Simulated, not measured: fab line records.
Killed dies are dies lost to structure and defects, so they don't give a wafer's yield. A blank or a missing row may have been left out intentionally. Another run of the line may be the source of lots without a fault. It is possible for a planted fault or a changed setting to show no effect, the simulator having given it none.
Chamber matching / flow n5_finfet / N5_BEOL_M14_ETCH_59 on rie_diel-03 has 4 sister chambers
The step etches BARC in N2/H2, target depth 89 nm, overetch 26.7 nm, time 67.9 s. 14 wafers are shown with their chamber, then 7 later ones without.

## EACH WAFER AND ITS CHAMBER
wafer=L779.1; chamber=1; showerhead_plenum_p_Torr (Torr)=2.59; oes_product_au (a.u.)=0.75; rf_vpp_V (V)=524.4
wafer=L779.3; chamber=0; showerhead_plenum_p_Torr (Torr)=2.73; oes_product_au (a.u.)=0.77; rf_vpp_V (V)=528.2
wafer=L779.4; chamber=0; showerhead_plenum_p_Torr (Torr)=2.73; oes_product_au (a.u.)=0.78; rf_vpp_V (V)=529.2
wafer=L786.2; chamber=2; showerhead_plenum_p_Torr (Torr)=2.42; oes_product_au (a.u.)=0.61; rf_vpp_V (V)=521.0
wafer=L786.3; chamber=1; showerhead_plenum_p_Torr (Torr)=2.59; oes_product_au (a.u.)=0.72; rf_vpp_V (V)=526.4
wafer=L786.4; chamber=0; showerhead_plenum_p_Torr (Torr)=2.72; oes_product_au (a.u.)=0.76; rf_vpp_V (V)=528.7
wafer=L791.3; chamber=2; showerhead_plenum_p_Torr (Torr)=2.41; oes_product_au (a.u.)=0.60; rf_vpp_V (V)=520.7
wafer=L791.4; chamber=3; showerhead_plenum_p_Torr (Torr)=2.60; oes_product_au (a.u.)=0.76; rf_vpp_V (V)=526.7
wafer=L791.5; chamber=3; showerhead_plenum_p_Torr (Torr)=2.60; oes_product_au (a.u.)=0.76; rf_vpp_V (V)=525.0
wafer=L790.2; chamber=2; showerhead_plenum_p_Torr (Torr)=2.41; oes_product_au (a.u.)=0.61; rf_vpp_V (V)=518.4
wafer=L790.3; chamber=3; showerhead_plenum_p_Torr (Torr)=2.60; oes_product_au (a.u.)=0.76; rf_vpp_V (V)=525.6
wafer=L790.6; chamber=3; showerhead_plenum_p_Torr (Torr)=2.60; oes_product_au (a.u.)=0.76; rf_vpp_V (V)=525.6
wafer=L789.1; chamber=1; showerhead_plenum_p_Torr (Torr)=2.58; oes_product_au (a.u.)=0.72; rf_vpp_V (V)=525.0
wafer=L789.3; chamber=2; showerhead_plenum_p_Torr (Torr)=2.41; oes_product_au (a.u.)=0.61; rf_vpp_V (V)=521.3

SIGNATURES (averages over the wafers above)
reading=showerhead_plenum_p_Torr; chamber 0=2.7267; chamber 1=2.5867; chamber 2=2.4125; chamber 3=2.6000; scatter within a chamber=0.00456
reading=oes_product_au; chamber 0=0.7700; chamber 1=0.7300; chamber 2=0.6075; chamber 3=0.7600; scatter within a chamber=0.00935
reading=rf_vpp_V; chamber 0=528.700; chamber 1=525.267; chamber 2=520.350; chamber 3=525.725; scatter within a chamber=0.968
Rule: distance of a wafer from a chamber = root of the sum over the readings of ((wafer's reading minus chamber's mean) / reading's scatter) squared. If the next closest chamber is less than 2 further off than the closest, the wafer can't be placed; otherwise it belongs to the closest. The scatter: the root of (the sum of the squares of (reading less its chamber's mean) over the shown wafers, divided by (wafers less chambers)).

## WAFERS WHOSE CHAMBER IS MISSING
wafer=L789.6; showerhead_plenum_p_Torr (Torr)=2.72; oes_product_au (a.u.)=0.74; rf_vpp_V (V)=526.3
wafer=L795.1; showerhead_plenum_p_Torr (Torr)=2.41; oes_product_au (a.u.)=0.60; rf_vpp_V (V)=521.0
wafer=L795.2; showerhead_plenum_p_Torr (Torr)=2.71; oes_product_au (a.u.)=0.72; rf_vpp_V (V)=528.1
wafer=L795.5; showerhead_plenum_p_Torr (Torr)=2.41; oes_product_au (a.u.)=0.60; rf_vpp_V (V)=519.4
wafer=L797.2; showerhead_plenum_p_Torr (Torr)=2.60; oes_product_au (a.u.)=0.75; rf_vpp_V (V)=525.0
wafer=L797.4; showerhead_plenum_p_Torr (Torr)=2.41; oes_product_au (a.u.)=0.60; rf_vpp_V (V)=520.7
wafer=L797.5; showerhead_plenum_p_Torr (Torr)=2.71; oes_product_au (a.u.)=0.73; rf_vpp_V (V)=526.6

## EACH ONE'S CHAMBER
wafer=L789.6; from the rows above=0; in truth=0
wafer=L795.1; from the rows above=2; in truth=2
wafer=L795.2; from the rows above=0; in truth=0
wafer=L795.5; from the rows above=2; in truth=2
wafer=L797.2; from the rows above=3; in truth=3
wafer=L797.4; from the rows above=2; in truth=2
wafer=L797.5; from the rows above=0; in truth=0
Correctly placed: 7 of 7. Can't be placed from these rows: 0. Wrongly placed: 0.
